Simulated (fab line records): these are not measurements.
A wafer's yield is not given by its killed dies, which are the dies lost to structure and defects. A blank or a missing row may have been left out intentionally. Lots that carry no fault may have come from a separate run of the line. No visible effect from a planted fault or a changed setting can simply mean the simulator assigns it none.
Check of tool commonality ; flow nand-harc ; 2 lots and 6 wafers in the sample

== REASON FOR OPENING ==
On 2 of the 2 lots, a flag is raised at NHARC_END_SORT_01 on the reading killed-at-array. No-fault wafers: 59, standard deviation 20.
Rule: a lot is flagged when every wafer of it that has a number lies more than 4 standard deviations from that mean, or none has a number. The rest of the lots are taken to be sound.

lot;measured;on;killed-at-array, wafer by wafer;flag
L113;day 32 00:10;prober-01;674 672 674;FLAGGED
L114;day 32 17:53;prober-01;673 675 675;FLAGGED
On average the flagged lots' numbers are 674, which is +615 against the usual, or +31 standard deviations.

== WHICH TOOL EACH LOT WENT THROUGH ==
Before the reading, the record contains 4 process steps out of a 1302-step route. Every cell lists first the tool, next ch and the chambers used by the sampled wafers, and last the start.
lot;flag;NHARC_A_CONTACT_DEP_84;NHARC_A_CONTACT_ETCH_135;NHARC_A_CONTACT_ETCH_138;NHARC_A_CONTACT_ALD_18
L113;FLAGGED;acl-dep-02 ch 0, day 29 17:54;har-cap-etch-03 ch 0,1, day 29 21:59;har-cap-etch-03 ch 0,1, day 29 22:48;ald-metal-03 ch 1,3, day 30 00:46
L114;FLAGGED;acl-dep-02 ch 0, day 30 13:48;har-cap-etch-02 ch 0,1, day 30 17:47;har-cap-etch-02 ch 0,1, day 30 18:37;ald-metal-01 ch 0,3, day 30 20:39
What the steps here do:
- NHARC_A_CONTACT_DEP_84: deposits aC, target thk 2800 nm.
- NHARC_A_CONTACT_ETCH_135: etches the open film in C4F8/O2/Ar, time 311 s, target depth 1912 nm.
- NHARC_A_CONTACT_ETCH_138: etches the open film in C4F8/O2/Ar, time 311 s, target depth 1914 nm.
- NHARC_A_CONTACT_ALD_18: deposits TiN, target thk 3 nm, pulse time 1 s, ald cycles 150.
- NHARC_END_SORT_01

== FLAGGED OVER TOTAL, TOOL BY TOOL (the gauges that took the reading come last) ==
step;tool;lots run;flagged;share of the flagged lots;sound lots run after its first flagged lot
NHARC_A_CONTACT_DEP_84;acl-dep-02;2;2;all;0
NHARC_A_CONTACT_ETCH_135;har-cap-etch-02;1;1;some;0
NHARC_A_CONTACT_ETCH_135;har-cap-etch-03;1;1;some;0
NHARC_A_CONTACT_ETCH_138;har-cap-etch-02;1;1;some;0
NHARC_A_CONTACT_ETCH_138;har-cap-etch-03;1;1;some;0
NHARC_A_CONTACT_ALD_18;ald-metal-01;1;1;some;0
NHARC_A_CONTACT_ALD_18;ald-metal-03;1;1;some;0
NHARC_END_SORT_01;prober-01;2;2;all;0

== WHAT THE TABLE PERMITS ==
acl-dep-02 at NHARC_A_CONTACT_DEP_84 and prober-01 at NHARC_END_SORT_01 are the 2 rows of the table that ran each flagged lot.
- acl-dep-02 at NHARC_A_CONTACT_DEP_84 ran 2 lots, 2 of them flagged. The start can't be narrowed down: in this sample, it ran no sound lot prior to its first flagged lot.
- prober-01 at NHARC_END_SORT_01 ran 2 lots, 2 of them flagged. The start can't be narrowed down: in this sample, it ran no sound lot prior to its first flagged lot.
Because each of these 2 tools fits a fault that began at some hour, counting lots does not separate them. More lots, or a look at what each step does to the wafer, might.

== WHAT THE SIMULATOR PUT IN ==
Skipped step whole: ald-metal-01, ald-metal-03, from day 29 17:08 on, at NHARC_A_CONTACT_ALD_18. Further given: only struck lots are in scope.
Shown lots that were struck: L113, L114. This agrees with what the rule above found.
